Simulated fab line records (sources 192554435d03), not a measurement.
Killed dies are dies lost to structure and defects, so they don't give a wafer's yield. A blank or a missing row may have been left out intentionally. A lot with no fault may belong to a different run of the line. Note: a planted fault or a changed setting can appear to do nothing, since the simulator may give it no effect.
The tool behind it: which one? | flow n5-finfet | 10 lots with 30 wafers sampled at 4 steps, on a route of 1938 steps

## WHAT THE GAUGES SHOWED, per wafer
Not one reading of a measure or inspect step in the record can be checked against a usual standard deviation.

## TOOL THAT RAN EACH LOT (tool first, then ch and the chambers of the sampled wafers, then the start)
lot  | N5_BEOL_M0_STRIP_142              | N5_PASSIVATION_PASS_ETCH_74        | N5_PASSIVATION_VIA_ETCH_13         | N5_PASSIVATION_PROBE_49
L343 | rie-diel-05 ch 2,3, day 6 07:26   | rie-diel-01 ch 1,2,3, day 13 18:58 | rie-diel-01 ch 1,2,3, day 13 19:04 | prober-02, day 14 01:43
L345 | rie-diel-02 ch 0,1,2, day 6 11:44 | rie-diel-03 ch 0,3, day 14 10:42   | rie-diel-03 ch 0,3, day 14 10:48   | -
L344 | rie-diel-02 ch 1,2, day 6 11:51   | rie-diel-06 ch 0,3, day 14 19:05   | rie-diel-06 ch 0,3, day 14 19:10   | -
L346 | rie-diel-02 ch 1,2, day 6 19:01   | rie-diel-01 ch 0,1, day 14 18:46   | rie-diel-01 ch 0,1, day 14 18:51   | prober-02, day 15 01:20
L347 | rie-diel-04 ch 0,1,3, day 7 03:46 | rie-diel-01 ch 1,2,3, day 15 06:23 | rie-diel-01 ch 1,2,3, day 15 06:29 | -
L348 | rie-diel-02 ch 2,3, day 7 07:14   | rie-diel-06 ch 0,2, day 15 14:11   | rie-diel-06 ch 0,2, day 15 14:17   | prober-01, day 15 22:25
L353 | rie-diel-02 ch 0,2,3, day 8 15:47 | rie-diel-03 ch 2,3, day 18 19:59   | rie-diel-03 ch 2,3, day 18 20:05   | prober-01, day 19 03:02
L356 | rie-diel-02 ch 2,3, day 9 07:02   | rie-diel-03 ch 0,2,3, day 20 05:35 | rie-diel-03 ch 0,2,3, day 20 05:41 | prober-02, day 20 12:41
L358 | rie-diel-05 ch 0,1,2, day 9 18:58 | rie-diel-03 ch 0,1,2, day 19 13:16 | rie-diel-03 ch 0,1,2, day 19 13:21 | prober-02, day 19 19:56
L361 | rie-diel-04 ch 2,3, day 10 17:42  | rie-diel-01 ch 1,2, day 22 11:36   | rie-diel-01 ch 1,2, day 22 11:42   | -
- N5_BEOL_M0_STRIP_142: strips in N2/H2, time 10 s.
- N5_PASSIVATION_PASS_ETCH_74: etches SiNx in CF4/O2, target depth 220 nm, time 110 s.
- N5_PASSIVATION_VIA_ETCH_13: etches SiO2 in CHF3/O2, target depth 660 nm, time 330 s.
- N5_PASSIVATION_PROBE_49

## WHAT THE TOOLS THEMSELVES READ (means of the sampled wafers that have a number; where no wafer has one, the mark that the record gives instead)
N5_BEOL_M0_STRIP_142. Usual: bias-power-w 7.000 W, standard deviation 0.021; drypump-motor-current-A 5.7 A, standard deviation 0.4; oes-product-au 0.79 a.u., standard deviation 0.095; rf-vpp-V 59.3 V, standard deviation 0.8; showerhead-plenum-p-Torr 2.58 Torr, standard deviation 0.098; throttle-valve-pct 23.74 %, standard deviation 0.16.
lot  | tool        | bias-power-w (W) | drypump-motor-current-A (A) | oes-product-au (a.u.) | rf-vpp-V (V) | showerhead-plenum-p-Torr (Torr) | throttle-valve-pct (%) | flag
L343 | rie-diel-05 | 6.986            | 6.3                         | 0.72                  | 59.8         | 2.63                            | 23.70                  |
L345 | rie-diel-02 | 7.009            | 5.7                         | 0.76                  | 59.3         | 2.59                            | 23.66                  |
L344 | rie-diel-02 | 6.996            | 5.7                         | 0.80                  | 59.1         | 2.67                            | 23.81                  |
L346 | rie-diel-02 | 6.989            | 5.7                         | 0.77                  | 59.1         | 2.65                            | 23.70                  |
L347 | rie-diel-04 | 6.993            | 5.6                         | 0.77                  | 59.4         | 2.50                            | 23.89                  |
L348 | rie-diel-02 | 7.004            | 5.6                         | 0.79                  | 58.8         | 2.52                            | 23.86                  |
L353 | rie-diel-02 | 6.997            | 5.6                         | 0.76                  | 59.4         | 2.51                            | 23.76                  |
L356 | rie-diel-02 | 7.006            | 5.6                         | 0.77                  | 59.0         | 2.51                            | 23.88                  |
L358 | rie-diel-05 | 6.990            | 5.8                         | 0.84                  | 59.1         | 2.64                            | 23.82                  |
L361 | rie-diel-04 | 6.973            | 5.1                         | 0.79                  | 60.1         | 2.53                            | 23.61                  |

N5_PASSIVATION_PASS_ETCH_74. Usual: cf4-flow-sccm 100.0 sccm, standard deviation 0.31; drypump-motor-current-A 5.8 A, standard deviation 0.36; oes-product-au 0.80 a.u., standard deviation 0.067; rf-vpp-V 239.6 V, standard deviation 2.9; showerhead-plenum-p-Torr 2.21 Torr, standard deviation 0.07; throttle-valve-pct 15.96 %, standard deviation 0.21.
lot  | tool        | cf4-flow-sccm (sccm) | drypump-motor-current-A (A) | oes-product-au (a.u.) | rf-vpp-V (V) | showerhead-plenum-p-Torr (Torr) | throttle-valve-pct (%) | flag
L343 | rie-diel-01 | 99.8                 | 5.8                         | 0.86                  | 239.8        | 2.26                            | 15.98                  |
L345 | rie-diel-03 | 99.7                 | 6.1                         | 0.79                  | 240.9        | 2.14                            | 16.05                  |
L344 | rie-diel-06 | 100.0                | 6.0                         | 0.88                  | 240.9        | 2.32                            | 15.65                  |
L346 | rie-diel-01 | 99.9                 | 5.5                         | 0.88                  | 238.9        | 2.22                            | 15.95                  |
L347 | rie-diel-01 | 99.9                 | 5.8                         | 0.84                  | 239.9        | 2.26                            | 15.99                  |
L348 | rie-diel-06 | 100.0                | 5.8                         | 0.75                  | 240.8        | 2.23                            | 15.99                  |
L353 | rie-diel-03 | 99.6                 | 6.0                         | 0.76                  | 237.0        | 2.18                            | 16.00                  |
L356 | rie-diel-03 | 100.1                | 6.0                         | 0.76                  | 239.5        | 2.15                            | 16.05                  |
L358 | rie-diel-03 | 99.8                 | 5.7                         | 0.82                  | 242.4        | 2.20                            | 15.92                  |
L361 | rie-diel-01 | 100.2                | 5.7                         | 0.76                  | 243.0        | 2.24                            | 16.21                  |

N5_PASSIVATION_VIA_ETCH_13. Usual: drypump-motor-current-A 5.8 A, standard deviation 0.36; etch-rf-on-time-s 236 s, standard deviation 3.9; oes-product-au 0.73 a.u., standard deviation 0.06; rf-vpp-V 521 V, standard deviation 6; showerhead-plenum-p-Torr 2.42 Torr, standard deviation 0.079; throttle-valve-pct 18.86 %, standard deviation 0.21.
lot  | tool        | drypump-motor-current-A (A) | etch-rf-on-time-s (s) | oes-product-au (a.u.) | rf-vpp-V (V) | showerhead-plenum-p-Torr (Torr) | throttle-valve-pct (%) | flag
L343 | rie-diel-01 | 5.8                         | 232                   | 0.77                  | 523          | 2.47                            | 18.89                  |
L345 | rie-diel-03 | 6.1                         | 239                   | 0.72                  | 524          | 2.34                            | 18.95                  |
L344 | rie-diel-06 | 6.0                         | 235                   | 0.80                  | 526          | 2.54                            | 18.56                  |
L346 | rie-diel-01 | 5.5                         | 238                   | 0.79                  | 521          | 2.43                            | 18.86                  |
L347 | rie-diel-01 | 5.8                         | 234                   | 0.76                  | 523          | 2.47                            | 18.89                  |
L348 | rie-diel-06 | 5.8                         | 235                   | 0.68                  | 523          | 2.44                            | 18.89                  |
L353 | rie-diel-03 | 6.0                         | 236                   | 0.68                  | 516          | 2.39                            | 18.90                  |
L356 | rie-diel-03 | 6.0                         | 237                   | 0.69                  | 519          | 2.35                            | 18.95                  |
L358 | rie-diel-03 | 5.7                         | 242                   | 0.74                  | 525          | 2.40                            | 18.82                  |
L361 | rie-diel-01 | 5.7                         | 235                   | 0.70                  | 527          | 2.45                            | 19.10                  |

N5_PASSIVATION_PROBE_49. Usual: defect-limited-yield 91.4 %, standard deviation 1.2; killed_at_M0_to_M3 34, standard deviation 10; killed_at_M4_up 14, standard deviation 5.1; killed-at-contacts 12, standard deviation 6.4; killed-at-front-end 38, standard deviation 9.3; killed-at-other 4, standard deviation 3; killed-dies 102, standard deviation 15; killed-on-rim 13, standard deviation 3.6; killed-open 67, standard deviation 12; killed-short 33, standard deviation 6.9; sort_bin_5_function 5.0 %, standard deviation 0.86; sort_bin_6_memory 3.2 %, standard deviation 0.58; sort-n-pass 1078, standard deviation 15; sort-yield-pct 91.4 %, standard deviation 1.2.
lot  | tool      | defect-limited-yield (%) | killed_at_M0_to_M3 | killed_at_M4_up | killed-at-contacts | killed-at-front-end | killed-at-other | killed-dies | killed-on-rim | killed-open | killed-short | sort_bin_5_function (%) | sort_bin_6_memory (%) | sort-n-pass | sort-yield-pct (%) | flag
L343 | prober-02 | 91.6                     | 26                 | 10              | 14                 | 43                  | 6               | 99          | 11            | 63          | 34           | 4.6                     | 3.5                   | 1081        | 91.6               |
L346 | prober-02 | 91.6                     | 31                 | 14              | 18                 | 33                  | 3               | 99          | 11            | 68          | 28           | 5.1                     | 3.1                   | 1081        | 91.6               |
L348 | prober-01 | 91.5                     | 40                 | 13              | 13                 | 31                  | 3               | 100         | 16            | 59          | 40           | 4.9                     | 3.3                   | 1080        | 91.5               |
L353 | prober-01 | 84.2                     | 124                | 15              | 14                 | 30                  | 3               | 187         | 30            | 64          | 32           | 10.2                    | 3.8                   | 993         | 84.2               | OFF
L356 | prober-02 | 85.6                     | 102                | 9               | 15                 | 42                  | 2               | 170         | 25            | 60          | 35           | 8.3                     | 4.0                   | 1010        | 85.6               | OFF
L358 | prober-02 | 91.3                     | 31                 | 13              | 8                  | 44                  | 7               | 103         | 12            | 66          | 35           | 4.8                     | 3.4                   | 1077        | 91.3               |

## THE ANSWER, worked out from the rows above alone
Rule: lot off if the mean of its wafers having a number is beyond 3 standard deviations from the usual mean. Also off: a lot with no number at a reading for which 4 or more lots have one. All remaining lots with rows at the step are treated as sound. After the gauges, taken in route order, come the tools' own readings; for these a lot's mean is taken, as printed above. The first step at which some lot is off is used, and at that step the reading that is off furthest; a lot without a number counts as furthest.
Off at N5_PASSIVATION_PROBE_49 (killed_at_M0_to_M3): L353, L356. Neither off nor sound, because the step has no rows for them: L345, L344, L347, L361.
If a tool, at that step or one of the process steps before it, ran each lot that is off and ran no sound lot following the first of them, it fits. One fits: N5_BEOL_M0_STRIP_142 on rie-diel-02. Its last sound lot is L348 (day 7 07:14), its first lot that is off L353 (day 8 15:47): a fault that began between those two fits.

## WHAT WAS PUT IN BY THE SIMULATOR
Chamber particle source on rie-diel-02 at N5_BEOL_M0_STRIP_142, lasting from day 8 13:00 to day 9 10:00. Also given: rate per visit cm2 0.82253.
Lots struck among those shown: L353, L356. The same result came from the rule above.
